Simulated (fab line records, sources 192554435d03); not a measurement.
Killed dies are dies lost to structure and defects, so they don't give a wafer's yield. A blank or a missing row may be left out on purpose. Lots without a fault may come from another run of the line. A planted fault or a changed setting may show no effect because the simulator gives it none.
fab line records | flow n5_finfet
record lots=7 wafers=39
route steps=1938 shown DUMMY_GATE@237 SD_EPI_N@267
start_h: hours from the record's first day to the start of the lot's first wafer shown | wait_h: hours since the lot's step before | " the same as in the row above | L1.1+2: a row that stands for several wafers | - no value, or no start given | * or withheld: withheld | < > ~ a bound
route shown NAME@n: a module of which the file shows steps, and the number in the route of the first | usual: mean/standard deviation of fault-free wafers | same: alike in all rows | chamber/n: place in a boat | sites: the reading at each site | _std_site: their standard deviation | _edge_site: outer sites' mean less inner sites' | radius_mm: how far each site lies from the wafer's centre | mask NAME#n: copy n | behind: the tool/chamber that last shaped the wafer | hold: why the lot was held/for how many hours/how that ended | device: the transistor (n, p or np) that didn't switch | end of line: the same wafers' tests at the end of the route | a step without rows: its recipe alone | killed: dies lost to structure and defects at the first sort, not the wafer's yield | map: a wafer's dies, x killed, . not, _ none there
set.NAME: the setting as run; set.NAME@STEP: as run at that earlier step | model.NAME: the simulator's own value behind a step, which no gauge read
lots whose settings were changed on purpose; a table a step, a row a wafer
## steps
# step N5_DUMMY_GATE_ETCH_37
# recipe chemistry=N2/H2 target=SOC target_depth_a=600 overetch_a=300 temp_c=40 ion_energy_ev=200 pressure_mtorr=30 source_w=840 bias_w=150 n2_flow_sccm=200 h2_flow_sccm=200
# usual rf_vpp_V=524.8/2.7
# columns lot.wafer tool chamber start_h wait_h set.source_w rf_vpp_V model.SiARC_of_DUMMY_GATE_COAT_35.thk_nm
L077.1 rie_diel-02 1 64.02 0.0 840 525.9 5
L077.2 " 3 " " 960.6 497.9 4.8
L077.3 " 0 " " 960.6 502.9 4.6
L077.4 " 2 " " 840 519.3 5
L077.5 " 1 " " 960.6 504.1 4.6
L077.6 " 0 " " 840 527.0 5
L081.1 rie_diel-03 1 91.42 0.0 978.9 500.9 4.6
L081.2 " 0 " " 840 522.4 5
L081.3 " 2 " " 978.9 493.5 4.6
L081.4 " 3 " " 840 522.9 5
L081.5 " 0 " " 978.9 497.8 4.6
L081.6 " 3 " " 840 523.1 5
L082.1 rie_diel-06 3 94.27 0.0 840 528.6 5
L082.2 " 0 " " 840 522.1 5.2
L082.3 " 2 " " 840 524.6 5
L082.4 " 0 " " 713.3 551.3 5.6
L082.5 " 3 " " 713.3 558.0 5.6
L082.6 " 2 " " 713.3 555.2 5.4
L089.1 rie_diel-03 1 140.97 0.0 840 526.1 5
L089.2 " 2 " " 951.6 501.0 4.8
L089.3 " 0 " " 951.6 500.2 4.4
L089.4 " 3 " " 840 522.3 5
L089.5 " 2 " " 951.6 500.8 4.6
L089.6 " 1 " " 840 525.4 5.2
L090.1 rie_diel-06 0 144.67 0.0 840 524.1 5.2
L090.2 " 2 " " 840 526.2 5
L090.3 " 3 " " 719.5 554.7 5.6
L090.4 " 1 " " 719.5 553.1 5.4
L090.5 " 1 " " 719.5 553.3 5.4
L090.6 " 0 " " 840 523.8 5.2
L092.1 rie_diel-06 0 155.25 0.0 840 523.2 5.2
L092.2 " 3 " " 840 527.0 5
L092.3 " 2 " " 840 525.6 5
L092.4 " 1 " " 840 525.5 4.8
L092.5 " 0 " " 840 523.1 5.2
L092.6 " 1 " " 840 527.7 5
L095.1 rie_diel-03 3 173.02 0.0 840 521.3 5
L095.4 " 2 " " 840 520.6 5.2
L095.5 " 3 " " 840 524.2 5
# step N5_DUMMY_GATE_ETCH_31
# recipe chemistry=C4F6/O2 target=SiO2 mask_material=SOC target_depth_a=825 time_s=27.5 ion_energy_ev=250 pressure_mtorr=30 source_w=345 bias_w=185 Ar_flow_sccm=300 C4F6_flow_sccm=10 O2_flow_sccm=10
# columns lot.wafer tool chamber start_h wait_h set.target_depth_a model.etch.depth_nm
L077.1 rie_diel-03 3 64.35 0.1 825 81.49
L077.2 " 0 " " 825 82.3
L077.3 " 2 " " 825 82.11
L077.4 " 1 " " 825 82.31
L077.5 " 3 " " 825 81.89
L077.6 " 2 " " 825 82.14
L081.1 rie_diel-06 3 91.77 0.1 866.6 85.2
L081.2 " 2 " " 825 81.07
L081.3 " 3 " " 866.6 84.7
L081.4 " 2 " " 866.6 85.9
L081.5 " 2 " " 825 81.27
L081.6 " 3 " " 825 82.07
L082.1 rie_diel-03 2 94.82 0.2 825 80.53
L082.2 " 3 " " 825 80.07
L082.3 " 1 " " 825 80.45
L082.4 " 0 " " 825 80.51
L082.5 " 1 " " 825 80.13
L082.6 " 2 " " 825 79.92
L089.1 rie_diel-06 3 141.32 0.1 786.1 77.73
L089.2 " 0 " " 825 81.17
L089.3 " 1 " " 786.1 80.17
L089.4 " 2 " " 825 82.27
L089.5 " 3 " " 786.1 78.37
L089.6 " 0 " " 825 81.51
L090.1 rie_diel-06 1 144.95 0.0 825 82.63
L090.2 " 3 " " 825 81.89
L090.3 " 0 " " 825 81.1
L090.4 " 2 " " 825 81.56
L090.5 " 3 " " 825 80.8
L090.6 " 2 " " 825 81.08
L092.1 rie_diel-03 0 155.52 0.0 758.9 76.12
L092.2 " 2 " " 825 82.09
L092.3 " 3 " " 758.9 74.39
L092.4 " 1 " " 825 81.52
L092.5 " 1 " " 758.9 75.02
L092.6 " 2 " " 825 81.38
L095.1 rie_diel-02 3 173.38 0.0 825 85.33
L095.4 " 1 " " 825 82.77
L095.5 " 1 " " 825 82.52
# step N5_DUMMY_GATE_ETCH_42
# recipe chemistry=CHF3/O2 target=SiO2 target_depth_a=35 time_s=31 ion_energy_ev=30 bias_w=12 pressure_mtorr=30 source_w=600 Ar_flow_sccm=200 CHF3_flow_sccm=50 O2_flow_sccm=5
# usual rf_vpp_V=42.5/0.88
# columns lot.wafer tool chamber start_h wait_h set.bias_w rf_vpp_V
L077.1 rie_diel-02 1 65.00 0.2 10.6 39.8
L077.2 " 2 " " 10.6 39.3
L077.3 " 0 " " 12 44.2
L077.4 " 3 " " 12 42.2
L077.5 " 1 " " 10.6 41.0
L077.6 " 0 " " 12 42.7
L081.1 rie_diel-03 0 92.50 0.2 10.61 38.6
L081.2 " 2 " " 12 41.8
L081.3 " 3 " " 12 43.1
L081.4 " 1 " " 12 42.0
L081.5 " 2 " " 10.61 39.0
L081.6 " 3 " " 10.61 40.4
L082.1 rie_diel-03 3 95.33 0.1 13.48 46.9
L082.2 " 0 " " 12 43.3
L082.3 " 2 " " 12 43.5
L082.4 " 1 " " 13.48 45.5
L082.5 " 1 " " 12 41.6
L082.6 " 0 " " 13.48 47.5
L089.1 rie_diel-06 2 141.90 0.1 10.34 40.4
L089.2 " 1 " " 10.34 36.6
L089.3 " 0 " " 12 40.6
L089.4 " 3 " " 12 42.2
L089.5 " 3 " " 12 42.0
L089.6 " 0 " " 10.34 36.2
L090.1 rie_diel-03 2 145.45 0.0 12 42.3
L090.2 " 1 " " 13.51 45.4
L090.3 " 0 " " 13.51 45.9
L090.4 " 3 " " 13.51 46.5
L090.5 " 0 " " 12 42.7
L090.6 " 3 " " 12 41.7
L092.1 rie_diel-06 1 156.02 0.0 10.11 37.9
L092.2 " 2 " " 10.11 37.5
L092.3 " 3 " " 12 42.0
L092.4 " 0 " " 12 41.6
L092.5 " 1 " " 10.11 38.5
L092.6 " 2 " " 12 42.2
L095.1 rie_diel-06 0 173.88 0.0 12 41.2
L095.4 " 1 " " 12 42.7
L095.5 " 2 " " 12 42.6
# step N5_SD_EPI_N_EXPOSE_06
# recipe mask_id=SD_N_BLK na=1.35 source_shape=conventional sigma_outer=0.8 polarization=unpolarized target_cd_nm=120 dose_mj=39.75
# columns lot.wafer tool chamber start_h wait_h mask set.dose_mj
L077.1+2+6 arfi_scanner-03 0 66.11 - SD_N_BLK#0 40.68
L077.3+4+5 " 0 " " SD_N_BLK#0 39.75
L081.1+4+6 arfi_scanner-02 0 95.92 - SD_N_BLK#0 39.75
L081.2+3+5 " 0 " " SD_N_BLK#0 41.73
L082.1+2+3+4+5+6 arfi_scanner-01 0 96.45 - SD_N_BLK#0 39.75
L089.1+3+6 arfi_scanner-01 0 143.03 - SD_N_BLK#0 42.81
L089.2+4+5 " 0 " " SD_N_BLK#0 39.75
L090.1+4+5 arfi_scanner-03 0 146.68 - SD_N_BLK#0 39.75
L090.2+3+6 " 0 " " SD_N_BLK#0 38.43
L092.1+2+4 arfi_scanner-01 0 157.31 - SD_N_BLK#0 39.75
L092.3+5+6 " 0 " " SD_N_BLK#0 38.62
L095.1+4+5 arfi_scanner-01 0 174.88 - SD_N_BLK#0 39.75
# step N5_SD_EPI_N_PEB_07
# recipe peb_temp_c=110 peb_time_s=60 resist=CAR-ArF-block
# step N5_SD_EPI_N_DEVELOP_08
# recipe develop_time_s=30 developer=TMAH resist=CAR-ArF-block dev_temp_c=23 rinse_liquid=diw dry=air_spin
# step N5_SD_EPI_N_CD_MEAS_09
# recipe target_cd_nm=120 landing_energy_ev=500 detector=se_inlens
# usual cd_nm=119.9/0.56
# columns lot.wafer tool chamber start_h wait_h set.dose_mj@SD_EPI_N_EXPOSE_06 cd_nm
L077.1 cd_sem-02 0 66.24 - 40.68 121.1
L077.2 " 0 " " 40.68 121.6
L077.3 " 0 " " 39.75 119.4
L077.4 " 0 " " 39.75 120.3
L077.5 " 0 " " 39.75 120.4
L077.6 " 0 " " 40.68 122.1
L081.1 cd_sem-02 0 96.04 - 39.75 119.6
L081.2 " 0 " " 41.73 123.1
L081.3 " 0 " " 41.73 123.0
L081.4 " 0 " " 39.75 119.1
L081.5 " 0 " " 41.73 122.0
L081.6 " 0 " " 39.75 118.7
L082.1 cd_sem-01 0 96.57 - 39.75 119.7
L082.2 " 0 " " 39.75 120.3
L082.3 " 0 " " 39.75 119.7
L082.4 " 0 " " 39.75 119.5
L082.5 " 0 " " 39.75 120.1
L082.6 " 0 " " 39.75 120.3
L089.1 cd_sem-03 0 143.16 - 42.81 124.4
L089.2 " 0 " " 39.75 119.1
L089.3 " 0 " " 42.81 124.9
L089.4 " 0 " " 39.75 118.7
L089.5 " 0 " " 39.75 119.2
L089.6 " 0 " " 42.81 124.3
L090.1 cd_sem-03 0 146.81 - 39.75 120.3
L090.2 " 0 " " 38.43 118.2
L090.3 " 0 " " 38.43 117.7
L090.4 " 0 " " 39.75 120.8
L090.5 " 0 " " 39.75 120.2
L090.6 " 0 " " 38.43 118.2
L092.1 cd_sem-01 0 157.43 - 39.75 120.5
L092.2 " 0 " " 39.75 120.5
L092.3 " 0 " " 38.62 119.3
L092.4 " 0 " " 39.75 120.4
L092.5 " 0 " " 38.62 118.6
L092.6 " 0 " " 38.62 119.3
L095.1 cd_sem-02 0 175.00 - 39.75 120.0
L095.4 " 0 " " 39.75 119.6
L095.5 " 0 " " 39.75 120.5
# step N5_SD_EPI_N_DESCUM_14
# recipe chemistry=O2 time_s=7.9 source_power_w=50 bias_power_w=20 pressure_mtorr=20 rf_frequency_hz=2.712e+07 temp_c=40 resist=CAR-ArF-block o2_flow_sccm=225
# columns lot.wafer tool chamber start_h wait_h set.dose_mj@SD_EPI_N_EXPOSE_06 model.SD_EPI_N.cd_nm
L077.1 rie_diel-04 0 66.34 0.0 40.68 121.4
L077.2 " 1 " " 40.68 121.6
L077.3 " 3 " " 39.75 119.8
L077.4+5 " 2,0 " " 39.75 120.4
L077.6 " 3 " " 40.68 122
L081.1 rie_diel-05 0 96.30 0.2 39.75 119.6
L081.2 " 3 " " 41.73 123
L081.3 " 2 " " 41.73 122.8
L081.4 " 1 " " 39.75 119.2
L081.5 " 1 " " 41.73 122.2
L081.6 " 0 " " 39.75 118.6
L082.1+3 rie_diel-05 1,0 97.27 0.6 39.75 119.8
L082.2+5 " 2,0 " " 39.75 120.2
L082.4+6 " 3 " " 39.75 119.6
L089.1 rie_diel-05 1 143.84 0.6 42.81 124.8
L089.2 " 2 " " 39.75 119.6
L089.3+6 " 0 " " 42.81 124.4
L089.4 " 3 " " 39.75 118.8
L089.5 " 3 " " 39.75 119.2
L090.1 rie_diel-05 0 146.90 0.0 39.75 120
L090.2+3 " 1,2 " " 38.43 117.8
L090.4 " 3 " " 39.75 120.6
L090.5 " 0 " " 39.75 120.2
L090.6 " 3 " " 38.43 118
L092.1+2 rie_diel-05 1,3 157.62 0.1 39.75 120.6
L092.3+6 " 2,3 " " 38.62 119.2
L092.4 " 0 " " 39.75 120.4
L092.5 " 2 " " 38.62 118.4
L095.1+4 rie_diel-04 0,3 175.75 0.7 39.75 120
L095.5 " 0 " " 39.75 120.2
# step N5_SD_EPI_N_ETCH_34
# recipe chemistry=CF4 target=SiARC target_depth_a=455 mask_material=CAR-ArF-block time_s=75.8 ion_energy_ev=80 pressure_mtorr=40 source_w=545 bias_w=36 Ar_flow_sccm=100 cf4_flow_sccm=100 ends=cleared
# columns lot.wafer tool chamber start_h wait_h set.dose_mj@SD_EPI_N_EXPOSE_06 model.SD_EPI_N.cd_nm
L077.1 rie_diel-04 0 66.37 0.0 40.68 121.2
L077.2 " 1 " " 40.68 121.4
L077.3 " 3 " " 39.75 119.8
L077.4+5 " 2,0 " " 39.75 120.6
L077.6 " 3 " " 40.68 121.8
L081.1 rie_diel-05 0 96.34 0.0 39.75 119.4
L081.2 " 3 " " 41.73 122.8
L081.3 " 2 " " 41.73 122.6
L081.4 " 1 " " 39.75 119.2
L081.5 " 1 " " 41.73 122.2
L081.6 " 0 " " 39.75 118.6
L082.1 rie_diel-05 1 97.30 0.0 39.75 119.8
L082.2 " 2 " " 39.75 120.4
L082.3+4+6 " 0,3,3 " " 39.75 119.6
L082.5 " 0 " " 39.75 120
L089.1 rie_diel-05 1 143.88 0.0 42.81 125.2
L089.2 " 2 " " 39.75 119.8
L089.3+6 " 0 " " 42.81 124.6
L089.4 " 3 " " 39.75 119
L089.5 " 3 " " 39.75 119.6
L090.1 rie_diel-05 0 146.93 0.0 39.75 119.6
L090.2+3+6 " 1,2,3 " " 38.43 117.8
L090.4 " 3 " " 39.75 120.6
L090.5 " 0 " " 39.75 120.2
L092.1 rie_diel-05 1 157.65 0.0 39.75 120.6
L092.2 " 3 " " 39.75 120.8
L092.3 " 2 " " 38.62 119
L092.4 " 0 " " 39.75 120.4
L092.5 " 2 " " 38.62 118.6
L092.6 " 3 " " 38.62 119.2
L095.1+4 rie_diel-04 0,3 175.79 0.0 39.75 120
L095.5 " 0 " " 39.75 120.4
# step N5_SD_EPI_N_ETCH_35
# recipe chemistry=N2/H2 target=SOC overetch_a=1080 mask_material=SiARC temp_c=40 ion_energy_ev=100 source_w=3000 bias_w=133 pressure_mtorr=20 time_s=486 n2_flow_sccm=200 h2_flow_sccm=200
# columns lot.wafer tool chamber start_h wait_h set.dose_mj@SD_EPI_N_EXPOSE_06 model.SD_EPI_N.cd_nm
L077.1 rie_diel-04 0 66.43 0.0 40.68 120.8
L077.2 " 1 " " 40.68 122.2
L077.3 " 3 " " 39.75 120
L077.4 " 2 " " 39.75 120.8
L077.5 " 0 " " 39.75 120.6
L077.6 " 3 " " 40.68 122.4
L081.1 rie_diel-05 0 96.39 0.0 39.75 118.6
L081.2+3 " 3,2 " " 41.73 123.2
L081.4 " 1 " " 39.75 119
L081.5 " 1 " " 41.73 123
L081.6 " 0 " " 39.75 118
L082.1+3+4 rie_diel-05 1,0,3 97.36 0.0 39.75 120.4
L082.2 " 2 " " 39.75 121.6
L082.5 " 0 " " 39.75 120.6
L082.6 " 3 " " 39.75 120.8
L089.1 rie_diel-05 1 143.93 0.0 42.81 124.2
L089.2 " 2 " " 39.75 120
L089.3 " 0 " " 42.81 124.6
L089.4 " 3 " " 39.75 119.8
L089.5 " 3 " " 39.75 119.6
L089.6 " 0 " " 42.81 124.4
L090.1 rie_diel-05 0 146.99 0.0 39.75 119.6
L090.2 " 1 " " 38.43 117
L090.3 " 2 " " 38.43 117.8
L090.4 " 3 " " 39.75 121.8
L090.5 " 0 " " 39.75 120.6
L090.6 " 3 " " 38.43 119
L092.1 rie_diel-05 1 157.71 0.0 39.75 119.8
L092.2 " 3 " " 39.75 121.2
L092.3 " 2 " " 38.62 118.6
L092.4 " 0 " " 39.75 120.2
L092.5 " 2 " " 38.62 116.8
L092.6 " 3 " " 38.62 119.2
L095.1+5 rie_diel-04 0 175.84 0.0 39.75 120.2
L095.4 " 3 " " 39.75 120.6
# step N5_SD_EPI_N_STRIP_36
# recipe chemistry=N2/H2 temp_c=40 n2_flow_sccm=200 h2_flow_sccm=200 rf_frequency_hz=6e+07
# step N5_SD_EPI_N_ETCHBACK_44
# recipe chemistry=CH3F/O2 mode=anisotropic_etchback target=SiNx target_depth_a=145 stop_on=SiO2 over_etch_frac=0.3 ion_energy_ev=120 pressure_mtorr=30 source_w=395 bias_w=73 Ar_flow_sccm=150 CH3F_flow_sccm=30 O2_flow_sccm=20
# columns lot.wafer tool chamber start_h wait_h set.dose_mj@SD_EPI_N_EXPOSE_06 model.SD_EPI_N.cd_nm
L077.1 rie_diel-04 0 66.75 0.0 40.68 120.8
L077.2+6 " 1,3 " " 40.68 122.4
L077.3 " 3 " " 39.75 120
L077.4 " 2 " " 39.75 120.8
L077.5 " 0 " " 39.75 120.6
L081.1 rie_diel-05 0 96.72 0.0 39.75 118.8
L081.2 " 3 " " 41.73 123.2
L081.3 " 2 " " 41.73 123.4
L081.4 " 1 " " 39.75 119
L081.5 " 1 " " 41.73 123
L081.6 " 0 " " 39.75 118.2
L082.1+3+4 rie_diel-05 1,0,3 97.68 0.0 39.75 120.4
L082.2 " 2 " " 39.75 121.6
L082.5 " 0 " " 39.75 120.6
L082.6 " 3 " " 39.75 120.8
L089.1 rie_diel-05 1 144.26 0.0 42.81 124.2
L089.2 " 2 " " 39.75 120.2
L089.3 " 0 " " 42.81 124.6
L089.4+5 " 3 " " 39.75 119.8
L089.6 " 0 " " 42.81 124.4
L090.1 rie_diel-05 0 147.31 0.0 39.75 119.8
L090.2 " 1 " " 38.43 117
L090.3 " 2 " " 38.43 117.8
L090.4 " 3 " " 39.75 121.8
L090.5 " 0 " " 39.75 120.6
L090.6 " 3 " " 38.43 119
L092.1 rie_diel-05 1 158.04 0.0 39.75 119.8
L092.2 " 3 " " 39.75 121.2
L092.3 " 2 " " 38.62 118.6
L092.4 " 0 " " 39.75 120.2
L092.5 " 2 " " 38.62 116.8
L092.6 " 3 " " 38.62 119.2
L095.1+5 rie_diel-04 0 176.17 0.0 39.75 120.2
L095.4 " 3 " " 39.75 120.4
## key
split step=N5_DUMMY_GATE_ETCH_37 setting=source_w stated=840 by=wafer
response step=N5_DUMMY_GATE_ETCH_37 reading=rf_vpp_V change=-1.77 per=1% r=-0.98
response step=N5_DUMMY_GATE_ETCH_37 reading=model.SiARC_of_DUMMY_GATE_COAT_35.thk_nm change=-0.027 per=1% r=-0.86
split step=N5_DUMMY_GATE_ETCH_31 setting=target_depth_a stated=825 by=wafer
response step=N5_DUMMY_GATE_ETCH_31 reading=model.etch.depth_nm change=+0.758 per=1% r=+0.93
split step=N5_DUMMY_GATE_ETCH_42 setting=bias_w stated=12 by=wafer
response step=N5_DUMMY_GATE_ETCH_42 reading=rf_vpp_V change=+0.274 per=1% r=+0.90
split step=N5_SD_EPI_N_EXPOSE_06 setting=dose_mj stated=39.75 by=wafer
response step=N5_SD_EPI_N_CD_MEAS_09 reading=cd_nm change=+0.695 per=1% r=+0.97
response step=N5_SD_EPI_N_DESCUM_14 reading=model.SD_EPI_N.cd_nm change=+0.687 per=1% r=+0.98
response step=N5_SD_EPI_N_ETCH_34 reading=model.SD_EPI_N.cd_nm change=+0.676 per=1% r=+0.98
response step=N5_SD_EPI_N_ETCH_35 reading=model.SD_EPI_N.cd_nm change=+0.707 per=1% r=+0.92
response step=N5_SD_EPI_N_ETCHBACK_44 reading=model.SD_EPI_N.cd_nm change=+0.698 per=1% r=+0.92
